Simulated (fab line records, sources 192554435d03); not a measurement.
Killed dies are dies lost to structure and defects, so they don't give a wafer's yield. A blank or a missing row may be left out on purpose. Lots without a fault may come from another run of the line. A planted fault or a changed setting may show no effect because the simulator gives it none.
fab line records | flow n5_finfet
record lots=5 wafers=15 last_day=17
route steps=1938 shown BEOL_M15@1779
lots that met no fault: from a run of the same line without faults
start_h: hours from the record's first day to the start of the lot's first wafer shown | wait_h: hours since the lot's step before | " the same as in the row above | L1.1+2: a row that stands for several wafers | - no value, or no start given | * or withheld: withheld | < > ~ a bound
route shown NAME@n: a module of which the file shows steps, and the number in the route of the first | usual: mean/standard deviation of fault-free wafers | same: alike in all rows | chamber/n: place in a boat | sites: the reading at each site | _std_site: their standard deviation | _edge_site: outer sites' mean less inner sites' | radius_mm: how far each site lies from the wafer's centre | mask NAME#n: copy n | behind: the tool/chamber that last shaped the wafer | hold: why the lot was held/for how many hours/how that ended | device: the transistor (n, p or np) that didn't switch | end of line: the same wafers' tests at the end of the route | a step without rows: its recipe alone | killed: dies lost to structure and defects at the first sort, not the wafer's yield | map: a wafer's dies, x killed, . not, _ none there
set.NAME: the setting as run; set.NAME@STEP: as run at that earlier step | model.NAME: the simulator's own value behind a step, which no gauge read
lots at some steps of the route; a table a step, a row a wafer
services: from which hour (start_h, from the record's first day; less than 0 if before it) a tool's chamber was out of use, for how many hours, and why
## steps
# step N5_BEOL_M15_EXPOSE_07
# recipe mask_id=V14 na=0.8 source_shape=annular sigma_inner=0.5 sigma_outer=0.8 polarization=unpolarized attpsm_phase_deg=180 dose_mj=41.25
# same sigma_outer=0.8
# columns lot.wafer tool chamber start_h wait_h mask
L075.2+4+6 krf_scanner-01 0 259.99 - V14#0
L080.2+4+6 krf_scanner-02 0 291.72 - V14#0
L091.1+5+6 krf_scanner-02 0 344.54 - V14#0
L092.1+3+4 krf_scanner-02 0 369.46 - V14#0
L097.1+3+4 krf_scanner-01 0 382.96 - V14#0
# step N5_BEOL_M15_PEB_08
# recipe peb_temp_c=130 peb_time_s=90
# usual heater_power_total_W=172.4/0.87
# columns lot.wafer tool chamber start_h wait_h heater_power_total_W
L075.2 litho_track-04 0 260.04 0.0 172.5
L075.4 " 0 " " 173.6
L075.6 " 0 " " 171.4
L080.2 litho_track-01 0 291.77 0.0 172.5
L080.4 " 0 " " 172.2
L080.6 " 0 " " 173.2
L091.1 litho_track-04 0 344.59 0.1 173.3
L091.5 " 0 " " 172.1
L091.6 " 0 " " 172.3
L092.1 litho_track-04 0 369.51 0.1 170.9
L092.3 " 0 " " 172.8
L092.4 " 0 " " 172.9
L097.1 litho_track-05 0 383.02 0.1 171.0
L097.3 " 0 " " 172.3
L097.4 " 0 " " 173.1
# step N5_BEOL_M15_DEVELOP_09
# recipe develop_time_s=45 rinse_liquid=diw dry=air_spin dev_temp_c=21
# columns lot.wafer tool chamber start_h wait_h
L075.2+4+6 litho_track-04 0 - -
L080.2+4+6 litho_track-01 0 - -
L091.1+5+6 litho_track-04 0 - -
L092.1+3+4 litho_track-04 0 - -
L097.1+3+4 litho_track-05 0 - -
# step N5_BEOL_M15_HARDBAKE_14
# recipe temp_c=130 time_s=120
# usual heater_power_total_W=148.2/0.9
# columns lot.wafer tool chamber start_h wait_h heater_power_total_W
L075.2 litho_track-04 0 - - 147.3
L075.4 " 0 " " 147.7
L075.6 " 0 " " 147.6
L080.2 litho_track-01 0 - - 146.4
L080.4 " 0 " " 149.0
L080.6 " 0 " " 149.3
L091.1 litho_track-04 0 - - 148.5
L091.5 " 0 " " 146.6
L091.6 " 0 " " 149.2
L092.1 litho_track-04 0 - - 147.3
L092.3 " 0 " " 148.7
L092.4 " 0 " " 147.5
L097.1 litho_track-05 0 - - 149.4
L097.3 " 0 " " 149.1
L097.4 " 0 " " 149.4
# step N5_BEOL_M15_CD_MEAS_10
# recipe target_cd_nm=360 landing_energy_ev=500 detector=se_inlens polarity=opening
# usual cd_nm=359.3/2.5
# same landing_energy_ev=500
# columns lot.wafer tool chamber start_h wait_h cd_nm
L075.2 cd_sem-03 0 260.16 - 357.1
L075.4 " 0 " " 359.8
L075.6 " 0 " " 360.6
L080.2 cd_sem-02 0 291.89 - 361.5
L080.4 " 0 " " 357.0
L080.6 " 0 " " 359.1
L091.1 cd_sem-03 0 344.71 - 357.3
L091.5 " 0 " " 353.9
L091.6 " 0 " " 360.2
L092.1 cd_sem-03 0 369.63 - 359.6
L092.3 " 0 " " 359.8
L092.4 " 0 " " 353.5
L097.1 cd_sem-01 0 383.14 - 364.1
L097.3 " 0 " " 361.2
L097.4 " 0 " " 360.2
# step N5_BEOL_M15_OVL_MEAS_11
# recipe points_per_wafer=44
# usual V14_OVL=2/5.1
# columns lot.wafer tool chamber start_h wait_h V14_OVL[nm]
L075.2 overlay-02 0 260.19 0.0 -4
L075.4 " 0 " " 6
L075.6 " 0 " " 6
L080.2 overlay-01 0 291.92 0.0 -1
L080.4 " 0 " " 3
L080.6 " 0 " " 8
L091.1 overlay-01 0 344.74 0.0 12
L091.5 " 0 " " 9
L091.6 " 0 " " 6
L092.1 overlay-01 0 369.66 0.0 -6
L092.3 " 0 " " -10
L092.4 " 0 " " 3
L097.1 overlay-02 0 383.17 0.0 1
L097.3 " 0 " " 2
L097.4 " 0 " " 7
# step N5_BEOL_M15_INSPECT_12
# recipe mode=adi inspect_instrument=macro
# usual raw_defect_count=2.1/1.4
# columns lot.wafer tool chamber start_h wait_h raw_defect_count
L075.2 defect_inspect-01 - 260.21 0.0 2
L075.4 " - " " 1
L075.6 " - " " 2
L080.2 defect_inspect-02 - 291.94 0.0 5
L080.4 " - " " 3
L080.6 " - " " 1
L091.1 defect_inspect-01 - 344.76 0.0 1
L091.5 " - " " 1
L091.6 " - " " 2
L092.1 defect_inspect-01 - 369.68 0.0 2
L092.3 " - " " 2
L092.4 " - " " 1
L097.1 defect_inspect-02 - 383.19 0.0 1
L097.3 " - " " 1
L097.4 " - " " 0
# step N5_BEOL_M15_DESCUM_15
# recipe chemistry=O2 time_s=7.9 source_power_w=50 bias_power_w=20 pressure_mtorr=20 rf_frequency_hz=2.712e+07 temp_c=40 o2_flow_sccm=225
# usual drypump_motor_current_A=6.0/0.43 oes_product_au=0.76/0.079 rf_vpp_V=243.5/1.3 showerhead_plenum_p_Torr=2.12/0.062 throttle_valve_pct=20.53/0.26
# columns lot.wafer tool chamber start_h wait_h drypump_motor_current_A oes_product_au rf_hours_counter_h rf_vpp_V showerhead_plenum_p_Torr throttle_valve_pct
L075.2 rie_diel-03 2 260.24 0.0 6.4 0.71 188 244.0 2.09 20.49
L075.4 " 3 " " 6.6 0.86 56 244.3 2.22 20.28
L075.6 " 2 " " 6.4 0.72 - 243.2 2.09 20.51
L080.2 rie_diel-03 0 291.97 0.0 6.1 0.73 193 245.5 2.17 20.34
L080.4 " 2 " " 6.4 0.70 197 243.1 2.09 20.50
L080.6 " 1 " " 5.7 0.71 - 243.4 2.08 20.89
L091.1 rie_diel-02 1 344.80 0.0 5.7 0.68 242 241.3 2.00 20.92
L091.5 " 1 " " 5.7 0.68 - 240.6 2.00 20.92
L091.6 " 2 " " 6.0 0.71 - 244.0 2.16 20.68
L092.1 rie_diel-03 2 369.79 0.1 6.4 0.69 221 241.3 2.08 20.55
L092.3 " 0 " " 6.1 0.71 219 243.9 2.16 20.38
L092.4 " 1 " " 5.7 0.69 226 242.0 2.07 20.91
L097.1 rie_diel-03 2 383.23 0.0 6.4 0.68 226 242.4 2.07 20.56
L097.3 " 3 " " 6.6 0.82 96 244.1 2.21 20.34
L097.4 " 0 " " 6.1 0.71 223 243.3 2.16 20.37
# step N5_BEOL_M15_ETCH_59
# recipe chemistry=N2/H2 target=BARC target_depth_a=890 overetch_a=267 time_s=67.9 ion_energy_ev=200 pressure_mtorr=30 source_w=840 bias_w=150 n2_flow_sccm=200 h2_flow_sccm=200
# usual drypump_motor_current_A=6.0/0.42 h2_flow_sccm=200.1/0.6 oes_product_au=0.65/0.067 rf_vpp_V=524.5/2.3 showerhead_plenum_p_Torr=2.56/0.078 throttle_valve_pct=17.91/0.3
# columns lot.wafer tool chamber start_h wait_h drypump_motor_current_A h2_flow_sccm oes_product_au rf_hours_counter_h rf_vpp_V showerhead_plenum_p_Torr throttle_valve_pct
L075.2 rie_diel-03 2 260.28 0.0 6.4 199.3 0.61 188 522.7 2.51 17.72
L075.4 " 3 " " 6.6 200.5 0.74 56 528.3 2.68 17.67
L075.6 " 2 " " 6.4 200.7 0.61 - 524.2 2.51 17.71
L080.2 rie_diel-03 0 292.01 0.0 6.1 199.9 0.62 193 525.4 2.62 17.63
L080.4 " 2 " " 6.4 199.4 0.60 197 523.8 2.50 17.73
L080.6 " 1 " " 5.7 200.7 0.61 - 524.0 2.51 18.19
L091.1 rie_diel-02 1 344.83 0.0 5.7 199.4 0.59 242 519.0 2.39 18.26
L091.5 " 1 " " 5.7 200.2 0.59 - 518.9 2.39 18.26
L091.6 " 2 " " 6.0 199.4 0.60 - 524.7 2.62 18.26
L092.1 rie_diel-03 2 369.82 0.0 6.4 200.6 0.59 221 523.4 2.49 17.79
L092.3 " 0 " " 6.1 200.1 0.61 219 526.9 2.61 17.69
L092.4 " 1 " " 5.7 200.3 0.60 226 524.7 2.50 18.23
L097.1 rie_diel-03 2 383.26 0.0 6.4 200.3 0.59 226 522.4 2.49 17.78
L097.3 " 3 " " 6.6 200.6 0.70 96 526.4 2.67 17.73
L097.4 " 0 " " 6.1 199.3 0.61 223 528.6 2.61 17.69
# step N5_BEOL_M15_VIA_ETCH_16
# recipe chemistry=C4F8/O2/Ar target=SiO2 he_inner_torr=15 he_outer_torr=30 target_depth_a=17922 time_s=withheld ion_energy_ev=800 pressure_mtorr=20 source_w=1905 bias_w=2040 Ar_flow_sccm=400 C4F8_flow_sccm=16 O2_flow_sccm=12 ends=cleared
# usual drypump_motor_current_A=6.0/0.43 he_outer_torr=30.00/0.064 oes_product_au=0.69/0.074 rf_vpp_V=2208/57 showerhead_plenum_p_Torr=3.46/0.099 throttle_valve_pct=30.8/0.32
# columns lot.wafer tool chamber start_h wait_h drypump_motor_current_A he_outer_torr oes_product_au rf_vpp_V showerhead_plenum_p_Torr throttle_valve_pct
L075.2 rie_diel-03 2 260.33 0.0 6.4 29.90 0.65 2252 3.41 30.8
L075.4 " 3 " " 6.6 29.98 0.77 2239 3.63 30.7
L075.6 " 2 " " 6.4 29.94 0.65 2252 3.41 30.8
L080.2 rie_diel-03 0 292.06 0.0 6.1 30.06 0.64 2165 3.53 30.4
L080.4 " 2 " " 6.4 30.03 0.64 2252 3.41 30.8
L080.6 " 1 " " 5.7 29.93 0.64 2180 3.39 31.2
L091.1 rie_diel-02 1 344.88 0.0 5.7 30.02 0.61 2132 3.28 31.2
L091.5 " 1 " " 5.7 29.97 0.60 2130 3.28 31.2
L091.6 " 2 " " 6.0 29.96 0.64 2210 3.54 31.2
L092.1 rie_diel-03 2 369.87 0.0 6.4 30.05 0.62 2250 3.40 30.8
L092.3 " 0 " " 6.1 29.88 0.64 2163 3.52 30.5
L092.4 " 1 " " 5.7 30.03 0.63 2180 3.37 31.2
L097.1 rie_diel-03 2 383.31 0.0 6.4 30.02 0.62 2249 3.39 30.8
L097.3 " 3 " " 6.6 29.91 0.73 2236 3.61 30.7
L097.4 " 0 " " 6.1 29.98 0.63 2164 3.52 30.5
# step N5_BEOL_M15_STRIP_63
# recipe chemistry=O2 power_w=600 temp_c=60 pressure_mtorr=30 rf_frequency_hz=6e+07 bias_power_w=0 overash_fraction=0.3 o2_flow_sccm=225
# usual drypump_motor_current_A=6.0/0.43 oes_product_au=0.76/0.079 rf_vpp_V=3.6/0.69 showerhead_plenum_p_Torr=2.13/0.062 throttle_valve_pct=16.77/0.25
# same overash_fraction=0.3
# columns lot.wafer tool chamber start_h wait_h drypump_motor_current_A oes_product_au rf_hours_counter_h rf_vpp_V showerhead_plenum_p_Torr throttle_valve_pct
L075.2 rie_diel-03 2 - - 6.4 0.72 188 3.2 2.09 16.75
L075.4 " 3 " " 6.6 0.86 56 3.5 2.23 16.52
L075.6 " 2 " " 6.4 0.70 - 4.2 2.09 16.77
L080.2 rie_diel-03 0 - - 6.1 0.74 193 3.9 2.18 16.65
L080.4 " 2 " " 6.4 0.71 197 3.6 2.09 16.76
L080.6 " 1 " " 5.7 0.71 - 4.1 2.09 17.06
L091.1 rie_diel-02 1 - - 5.7 0.68 242 4.2 2.01 17.17
L091.5 " 1 " " 5.7 0.68 - 2.6 2.01 17.20
L091.6 " 2 " " 6.0 0.71 - 3.0 2.16 16.91
L092.1 rie_diel-03 2 - - 6.5 0.69 222 2.2 2.08 16.83
L092.3 " 0 " " 6.1 0.71 219 3.0 2.17 16.70
L092.4 " 1 " " 5.7 0.69 227 4.6 2.08 17.11
L097.1 rie_diel-03 2 - - 6.4 0.68 226 4.3 2.08 16.84
L097.3 " 3 " " 6.6 0.80 96 4.0 2.21 16.60
L097.4 " 0 " " 6.1 0.72 223 4.4 2.17 16.70
# step N5_BEOL_M15_STRIP_64
# recipe chemistry=O2 power_w=600 temp_c=60 pressure_mtorr=30 rf_frequency_hz=6e+07 bias_power_w=0 overash_fraction=0.3 o2_flow_sccm=225
# usual drypump_motor_current_A=6.0/0.43 oes_product_au=0.76/0.079 rf_vpp_V=3.6/0.51 showerhead_plenum_p_Torr=2.13/0.062 throttle_valve_pct=16.77/0.25
# same overash_fraction=0.3
# columns lot.wafer tool chamber start_h wait_h drypump_motor_current_A oes_product_au rf_hours_counter_h rf_vpp_V showerhead_plenum_p_Torr throttle_valve_pct
L075.2 rie_diel-03 2 - - 6.4 0.72 188 3.0 2.09 16.75
L075.4 " 3 " " 6.6 0.87 56 3.8 2.23 16.53
L075.6 " 2 " " 6.4 0.72 - 2.6 2.09 16.76
L080.2 rie_diel-03 0 - - 6.1 0.73 193 3.8 2.18 16.65
L080.4 " 2 " " 6.4 0.70 197 3.3 2.09 16.78
L080.6 " 1 " " 5.7 0.71 - 2.9 2.09 17.07
L091.1 rie_diel-02 1 - - 5.7 0.68 242 3.2 2.01 17.17
L091.5 " 1 " " 5.7 0.69 - 4.7 2.01 17.18
L091.6 " 2 " " 6.0 0.71 - 3.1 2.16 16.92
L092.1 rie_diel-03 2 - - 6.4 0.69 222 4.6 2.08 16.80
L092.3 " 0 " " 6.1 0.71 219 3.2 2.17 16.72
L092.4 " 1 " " 5.7 0.70 227 4.1 2.08 17.12
L097.1 rie_diel-03 2 - - 6.4 0.68 226 3.2 2.08 16.83
L097.3 " 3 " " 6.6 0.81 96 3.2 2.21 16.60
L097.4 " 0 " " 6.1 0.72 223 2.9 2.17 16.69
# step N5_BEOL_M15_STRIP_65
# recipe chemistry=post_etch_residue_remover time_s=60 temp_c=25 remover_ph=withheld remover_water_wt_pct=withheld remover_fluoride_wt_pct=withheld
# columns lot.wafer tool chamber start_h wait_h
L075.2+4+6 wet_bench-02 0,6,5 260.68 -
L080.2+4+6 wet_bench-02 7,3,0 292.41 -
L091.1+5+6 wet_bench-01 5,0,2 345.23 -
L092.1+3+4 wet_bench-01 2,4,3 370.22 -
L097.1+3+4 wet_bench-01 3,5,2 383.66 -
# step N5_BEOL_M15_SRD_66
# recipe time_s=30 temp_c=23 rinse_liquid=diw dry=n2_spin spin_rpm=1500 dry_time_s=30
# columns lot.wafer tool chamber start_h wait_h
L075.2+4+6 wet_bench-02 0,6,5 260.70 0.0
L080.2+4+6 wet_bench-02 7,3,0 292.43 0.0
L091.1+5+6 wet_bench-01 5,0,2 345.25 0.0
L092.1+3+4 wet_bench-01 2,4,3 370.24 0.0
L097.1+3+4 wet_bench-01 3,5,2 383.68 0.0
# step N5_BEOL_M15_CD_MEAS_17
# recipe target_cd_nm=360 polarity=opening
# usual cd_nm=360/3.1
# columns lot.wafer tool chamber start_h wait_h cd_nm
L075.2 cd_sem-03 - 260.75 0.0 357
L075.4 " - " " 359
L075.6 " - " " 360
L080.2 cd_sem-02 - 292.47 0.0 364
L080.4 " - " " 357
L080.6 " - " " 358
L091.1 cd_sem-01 - 345.29 0.0 360
L091.5 " - " " 357
L091.6 " - " " 365
L092.1 cd_sem-01 - 370.28 0.0 359
L092.3 " - " " 361
L092.4 " - " " 351
L097.1 cd_sem-03 - 383.72 0.0 363
L097.3 " - " " 359
L097.4 " - " " 362
# step N5_BEOL_M15_COAT_56
# recipe resist=SOC temp_c=250 time_s=60 spin_rpm=1500 resist_thk_nm=550
# usual heater_power_total_W=500.6/1.8
# columns lot.wafer tool chamber start_h wait_h heater_power_total_W
L075.2 litho_track-04 0 260.79 0.0 502.7
L075.4 " 0 " " 503.1
L075.6 " 0 " " 501.5
L080.2 litho_track-01 0 292.51 0.0 502.2
L080.4 " 0 " " 499.9
L080.6 " 0 " " 501.8
L091.1 litho_track-05 0 345.33 0.0 502.3
L091.5 " 0 " " 500.8
L091.6 " 0 " " 498.2
L092.1 litho_track-04 0 370.32 0.0 499.5
L092.3 " 0 " " 501.4
L092.4 " 0 " " 502.4
L097.1 litho_track-01 0 383.76 0.0 498.5
L097.3 " 0 " " 503.3
L097.4 " 0 " " 502.3
# step N5_BEOL_M15_ETCH_57
# recipe chemistry=N2/H2 target=SOC source_w=3000 bias_w=350 time_s=750 ion_energy_ev=200 pressure_mtorr=30 n2_flow_sccm=200 h2_flow_sccm=200
# usual drypump_motor_current_A=5.9/0.41 h2_flow_sccm=200.1/0.63 oes_product_au=0.80/0.1 rf_vpp_V=524.1/2.2 showerhead_plenum_p_Torr=2.55/0.076 throttle_valve_pct=17.8/0.34
# columns lot.wafer tool chamber start_h wait_h drypump_motor_current_A h2_flow_sccm oes_product_au rf_hours_counter_h rf_vpp_V showerhead_plenum_p_Torr throttle_valve_pct
L075.2 rie_diel-02 2 260.85 - 6.0 198.6 0.72 203 525.4 2.64 18.1
L075.4 " 3 " " 5.7 200.1 0.68 235 524.3 2.50 18.4
L075.6 " 0 " " 6.0 200.1 0.94 - 526.3 2.62 17.6
L080.2 rie_diel-03 0 292.57 - 6.1 200.0 0.73 193 526.0 2.62 17.5
L080.4 " 2 " " 6.4 199.7 0.70 197 522.5 2.50 17.6
L080.6 " 0 " " 6.1 199.5 0.73 - 526.3 2.62 17.5
L091.1 rie_diel-02 2 345.40 - 6.0 200.6 0.72 233 527.3 2.62 18.2
L091.5 " 1 " " 5.7 200.9 0.68 - 520.4 2.39 18.2
L091.6 " 0 " " 6.0 200.0 0.87 - 524.5 2.61 17.6
L092.1 rie_diel-03 1 370.38 - 5.7 199.8 0.69 227 522.4 2.50 18.1
L092.3 " 2 " " 6.4 199.3 0.68 222 523.7 2.49 17.7
L092.4 " 0 " " 6.1 200.8 0.70 219 525.3 2.61 17.6
L097.1 rie_diel-01 1 383.87 - 5.6 200.3 0.84 60 521.7 2.48 17.5
L097.3 " 2 " " 5.4 200.6 0.79 134 526.1 2.56 18.4
L097.4 " 0 " " 5.1 200.1 0.69 245 526.6 2.61 17.9
# step N5_BEOL_M15_COAT_60
# recipe resist=BARC temp_c=205 time_s=60 spin_rpm=1500 resist_thk_nm=89
# usual heater_power_total_W=391.6/1.4
# columns lot.wafer tool chamber start_h wait_h heater_power_total_W
L075.2 litho_track-05 0 261.35 0.3 389.5
L075.4 " 0 " " 391.1
L075.6 " 0 " " 391.4
L080.2 litho_track-01 0 293.08 0.3 389.4
L080.4 " 0 " " 389.8
L080.6 " 0 " " 393.5
L091.1 litho_track-04 0 345.91 0.3 392.8
L091.5 " 0 " " 390.0
L091.6 " 0 " " 392.3
L092.1 litho_track-01 0 370.88 0.3 390.6
L092.3 " 0 " " 389.4
L092.4 " 0 " " 391.5
L097.1 litho_track-05 0 384.37 0.3 393.1
L097.3 " 0 " " 390.7
L097.4 " 0 " " 390.2
# step N5_BEOL_M15_COAT_22
# recipe spin_rpm=1704 resist_thk_nm=800
# columns lot.wafer tool chamber start_h wait_h
L075.2+4+6 litho_track-05 0 - -
L080.2+4+6 litho_track-01 0 - -
L091.1+5+6 litho_track-04 0 - -
L092.1+3+4 litho_track-01 0 - -
L097.1+3+4 litho_track-05 0 - -
# step N5_BEOL_M15_EBR_24
# recipe solvent=PGMEA ebr_width_mm=1.5
# columns lot.wafer tool chamber start_h wait_h
L075.2+4+6 litho_track-05 0 - -
L080.2+4+6 litho_track-01 0 - -
L091.1+5+6 litho_track-04 0 - -
L092.1+3+4 litho_track-01 0 - -
L097.1+3+4 litho_track-05 0 - -
# step N5_BEOL_M15_SOFTBAKE_23
# recipe temp_c=130 time_s=60
# usual heater_power_total_W=218.7/1.6
# columns lot.wafer tool chamber start_h wait_h heater_power_total_W
L075.2 litho_track-05 0 - - 216.4
L075.4 " 0 " " 218.9
L075.6 " 0 " " 219.9
L080.2 litho_track-01 0 - - 218.5
L080.4 " 0 " " 217.7
L080.6 " 0 " " 220.0
L091.1 litho_track-04 0 - - 218.2
L091.5 " 0 " " 218.2
L091.6 " 0 " " 217.1
L092.1 litho_track-01 0 - - 218.1
L092.3 " 0 " " 216.7
L092.4 " 0 " " 220.9
L097.1 litho_track-05 0 - - 221.0
L097.3 " 0 " " 220.6
L097.4 " 0 " " 217.2
# step N5_BEOL_M15_EXPOSE_25
# recipe mask_id=M15 na=0.8 source_shape=annular sigma_inner=0.5 sigma_outer=0.8 polarization=unpolarized target_cd_nm=400 dose_mj=35.5
# same sigma_outer=0.8
# columns lot.wafer tool chamber start_h wait_h mask
L075.2+4+6 krf_scanner-01 0 261.58 - M15#0
L080.2+4+6 krf_scanner-02 0 293.18 - M15#0
L091.1+5+6 krf_scanner-02 0 346.13 - M15#0
L092.1+3+4 krf_scanner-01 0 370.98 - M15#0
L097.1+3+4 krf_scanner-02 0 384.60 - M15#0
# step N5_BEOL_M15_PEB_26
# recipe peb_temp_c=130 peb_time_s=90
# usual heater_power_total_W=172.4/0.72
# columns lot.wafer tool chamber start_h wait_h heater_power_total_W
L075.2 litho_track-01 0 261.63 0.0 173.1
L075.4 " 0 " " 172.8
L075.6 " 0 " " 172.8
L080.2 litho_track-04 0 293.23 0.0 172.1
L080.4 " 0 " " 173.1
L080.6 " 0 " " 173.5
L091.1 litho_track-04 0 346.19 0.1 171.4
L091.5 " 0 " " 172.0
L091.6 " 0 " " 171.6
L092.1 litho_track-04 0 371.04 0.1 173.9
L092.3 " 0 " " 173.1
L092.4 " 0 " " 172.2
L097.1 litho_track-01 0 384.65 0.1 171.4
L097.3 " 0 " " 172.4
L097.4 " 0 " " 172.3
# step N5_BEOL_M15_DEVELOP_27
# recipe develop_time_s=45 rinse_liquid=diw dry=air_spin dev_temp_c=21
# columns lot.wafer tool chamber start_h wait_h
L075.2+4+6 litho_track-01 0 - -
L080.2+4+6 litho_track-04 0 - -
L091.1+5+6 litho_track-04 0 - -
L092.1+3+4 litho_track-04 0 - -
L097.1+3+4 litho_track-01 0 - -
# step N5_BEOL_M15_HARDBAKE_32
# recipe temp_c=130 time_s=120
# usual heater_power_total_W=148.1/0.83
# columns lot.wafer tool chamber start_h wait_h heater_power_total_W
L075.2 litho_track-01 0 - - 147.4
L075.4 " 0 " " 147.8
L075.6 " 0 " " 147.9
L080.2 litho_track-04 0 - - 148.5
L080.4 " 0 " " 149.0
L080.6 " 0 " " 147.9
L091.1 litho_track-04 0 - - 149.2
L091.5 " 0 " " 149.2
L091.6 " 0 " " 147.8
L092.1 litho_track-04 0 - - 149.1
L092.3 " 0 " " 148.6
L092.4 " 0 " " 149.0
L097.1 litho_track-01 0 - - 147.8
L097.3 " 0 " " 148.4
L097.4 " 0 " " 148.6
# step N5_BEOL_M15_CD_MEAS_28
# recipe target_cd_nm=407.6 landing_energy_ev=500 detector=se_inlens
# usual cd_nm=406.9/2
# same landing_energy_ev=500
# columns lot.wafer tool chamber start_h wait_h cd_nm
L075.2 cd_sem-03 0 261.75 - 409.7
L075.4 " 0 " " 408.6
L075.6 " 0 " " 407.4
L080.2 cd_sem-01 0 293.35 - 404.8
L080.4 " 0 " " 405.7
L080.6 " 0 " " 407.3
L091.1 cd_sem-02 0 346.30 - 406.9
L091.5 " 0 " " 405.7
L091.6 " 0 " " 407.9
L092.1 cd_sem-02 0 371.16 - 405.8
L092.3 " 0 " " 410.4
L092.4 " 0 " " 406.0
L097.1 cd_sem-01 0 384.77 - 406.9
L097.3 " 0 " " 406.0
L097.4 " 0 " " 407.9
# step N5_BEOL_M15_OVL_MEAS_29
# recipe points_per_wafer=44
# usual M15_OVL=-2/6.2
# columns lot.wafer tool chamber start_h wait_h M15_OVL[nm]
L075.2 overlay-01 0 261.78 0.0 -4
L075.4 " 0 " " 4
L075.6 " 0 " " 12
L080.2 overlay-02 0 293.38 0.0 -11
L080.4 " 0 " " -4
L080.6 " 0 " " -8
L091.1 overlay-01 0 346.33 0.0 -7
L091.5 " 0 " " -4
L091.6 " 0 " " 0
L092.1 overlay-02 0 371.19 0.0 5
L092.3 " 0 " " 0
L092.4 " 0 " " 4
L097.1 overlay-02 0 384.80 0.0 6
L097.3 " 0 " " 9
L097.4 " 0 " " -4
# step N5_BEOL_M15_INSPECT_30
# recipe mode=adi inspect_instrument=macro
# usual raw_defect_count=1.9/1.2
# columns lot.wafer tool chamber start_h wait_h raw_defect_count
L075.2 defect_inspect-01 - 261.80 0.0 1
L075.4 " - " " 1
L075.6 " - " " 3
L080.2 defect_inspect-02 - 293.40 0.0 2
L080.4 " - " " 2
L080.6 " - " " 1
L091.1 defect_inspect-01 - 346.36 0.0 2
L091.5 " - " " 3
L091.6 " - " " 5
L092.1 defect_inspect-01 - 371.21 0.0 3
L092.3 " - " " 0
L092.4 " - " " 2
L097.1 defect_inspect-02 - 384.83 0.0 3
L097.3 " - " " 1
L097.4 " - " " 2
# step N5_BEOL_M15_DESCUM_33
# recipe chemistry=O2 time_s=7.9 source_power_w=50 bias_power_w=20 pressure_mtorr=20 rf_frequency_hz=2.712e+07 temp_c=40 o2_flow_sccm=225
# usual drypump_motor_current_A=5.8/0.43 oes_product_au=0.78/0.094 rf_vpp_V=243.2/1.3 showerhead_plenum_p_Torr=2.11/0.062 throttle_valve_pct=20.5/0.31
# columns lot.wafer tool chamber start_h wait_h drypump_motor_current_A oes_product_au rf_hours_counter_h rf_vpp_V showerhead_plenum_p_Torr throttle_valve_pct
L075.2 rie_diel-02 3 261.83 0.0 5.7 0.68 235 243.5 2.07 21.1
L075.4 " 1 " " 5.7 0.70 217 241.2 2.01 20.9
L075.6 " 1 " " 5.7 0.70 - 241.3 2.01 20.9
L080.2 rie_diel-01 0 293.43 0.0 5.1 0.70 217 243.7 2.19 20.6
L080.4 " 3 " " 6.4 1.00 5 243.2 2.03 19.9
L080.6 " 3 " " 6.4 1.00 - 242.9 2.03 19.9
L091.1 rie_diel-02 1 346.48 0.1 5.7 0.68 243 243.0 2.00 20.9
L091.5 " 1 " " 5.7 0.68 - 241.6 2.00 20.9
L091.6 " 2 " " 6.0 0.71 - 244.9 2.16 20.7
L092.1 rie_diel-01 0 371.28 0.1 5.1 0.68 241 245.0 2.18 20.6
L092.3 " 1 " " 5.7 0.84 56 241.3 2.07 20.2
L092.4 " 3 " " 6.3 0.92 31 242.0 2.02 19.9
L097.1 rie_diel-03 1 385.00 0.2 5.7 0.69 232 242.4 2.07 20.9
L097.3 " 2 " " 6.4 0.69 227 240.7 2.07 20.5
L097.4 " 3 " " 6.6 0.81 97 245.2 2.21 20.4
# step N5_BEOL_M15_ETCH_61
# recipe chemistry=N2/H2 target=BARC target_depth_a=890 overetch_a=267 time_s=67.9 ion_energy_ev=200 pressure_mtorr=30 source_w=840 bias_w=150 n2_flow_sccm=200 h2_flow_sccm=200
# usual drypump_motor_current_A=5.8/0.43 h2_flow_sccm=200.0/0.61 oes_product_au=0.67/0.079 rf_vpp_V=524.2/2 showerhead_plenum_p_Torr=2.55/0.073 throttle_valve_pct=17.9/0.33
# columns lot.wafer tool chamber start_h wait_h drypump_motor_current_A h2_flow_sccm oes_product_au rf_hours_counter_h rf_vpp_V showerhead_plenum_p_Torr throttle_valve_pct
L075.2 rie_diel-02 3 261.87 0.0 5.8 199.3 0.58 235 521.4 2.50 18.5
L075.4 " 1 " " 5.7 199.4 0.60 217 519.9 2.40 18.2
L075.6 " 1 " " 5.7 199.8 0.59 - 519.5 2.40 18.2
L080.2 rie_diel-01 0 293.47 0.0 5.1 200.5 0.60 217 526.5 2.62 17.9
L080.4 " 3 " " 6.3 200.2 0.83 5 521.4 2.49 17.4
L080.6 " 3 " " 6.3 201.2 0.84 - 522.1 2.49 17.4
L091.1 rie_diel-02 1 346.52 0.0 5.7 200.5 0.58 243 522.2 2.39 18.3
L091.5 " 1 " " 5.7 201.0 0.59 - 521.0 2.39 18.3
L091.6 " 2 " " 6.0 199.8 0.60 - 526.3 2.62 18.3
L092.1 rie_diel-01 0 371.32 0.0 5.1 200.7 0.58 241 524.8 2.61 18.0
L092.3 " 1 " " 5.7 200.7 0.72 56 522.0 2.48 17.6
L092.4 " 3 " " 6.4 200.0 0.78 31 523.1 2.48 17.4
L097.1 rie_diel-03 1 385.03 0.0 5.7 200.2 0.59 232 523.5 2.50 18.2
L097.3 " 2 " " 6.4 200.0 0.59 227 522.1 2.49 17.8
L097.4 " 3 " " 6.6 199.5 0.70 97 526.3 2.67 17.7
## services
# columns tool chamber start_h hours kind
krf_scanner-02 - 240.40 1.3 pm
litho_track-05 - 250.92 - consumable_replace:filter
krf_scanner-01 - 254.23 4.4 pm
krf_scanner-02 - 258.64 1.0 pm
krf_scanner-01 - 271.98 1.0 repair
rie_diel-03 - 283.25 0.1 repair
krf_scanner-02 - 283.70 0.3 repair
rie_diel-03 1 299.40 1.6 repair
rie_diel-02 1 311.81 7.9 repair
rie_diel-02 3 314.33 6.4 repair
krf_scanner-02 - 316.64 0.8 pm
rie_diel-02 3 320.94 - clean
rie_diel-02 3 320.94 - consumable_replace:focus_ring
rie_diel-02 3 320.94 25.9 scheduled_down
rie_diel-02 3 320.94 25.9 vent_cycle
krf_scanner-01 - 328.39 3.6 pm
krf_scanner-01 - 335.63 1.0 pm
rie_diel-01 2 344.05 3.6 repair
krf_scanner-01 - 346.98 1.3 pm
wet_bench-02 - 347.24 0.8 repair
rie_diel-02 3 358.48 9.0 repair
rie_diel-01 3 371.86 5.6 repair
rie_diel-01 - 377.20 0.4 repair
krf_scanner-01 - 384.09 0.8 pm
## key
fault none
